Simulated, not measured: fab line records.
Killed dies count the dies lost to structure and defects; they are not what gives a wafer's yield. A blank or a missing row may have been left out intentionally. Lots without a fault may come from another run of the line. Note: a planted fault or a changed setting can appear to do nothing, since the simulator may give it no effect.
Matching of chambers	flow nand harc	NHARC_P_BONDPAD_ACTIVATE_29 on rie diel-05 has 4 sister chambers
The step chemistry N2, time 60 s. 4 wafers are shown with their chamber, then 7 later ones without.

== WAFERS, EACH WITH ITS CHAMBER ==
wafer	chamber	showerhead plenum p Torr (Torr)
L409.2	0	1.65
L409.5	1	1.68
L410.1	2	1.85
L410.4	3	1.72

== WAFERS WITH NO CHAMBER GIVEN ==
wafer	showerhead plenum p Torr (Torr)
L410.5	1.68
L411.1	1.73
L411.2	1.68
L411.6	1.72
L413.1	1.68
L413.3	1.65
L413.6	1.68

== THE CHAMBER EACH PASSED THROUGH ==
wafer	from the rows above	in truth
L410.5	1	1
L411.1	3	3
L411.2	1	1
L411.6	3	3
L413.1	1	1
L413.3	0	0
L413.6	1	1
Correct placement for 7 of the 7. Not placeable from these rows: 0. 0 placed wrongly.
How it was worked out, from the rows above alone: a wafer's distance from a chamber is the root of the sum, over the readings, of the square of ((its reading less the chamber's mean) divided by the reading's scatter). The wafer belongs to the nearest chamber; if the next one is less than 2 further off, it can't be placed. Each chamber's mean is taken over the wafers shown for it. The scatter (one wafer shown for each chamber): square how far every hidden wafer sits from the nearest shown wafer, average those squares and take the square root.
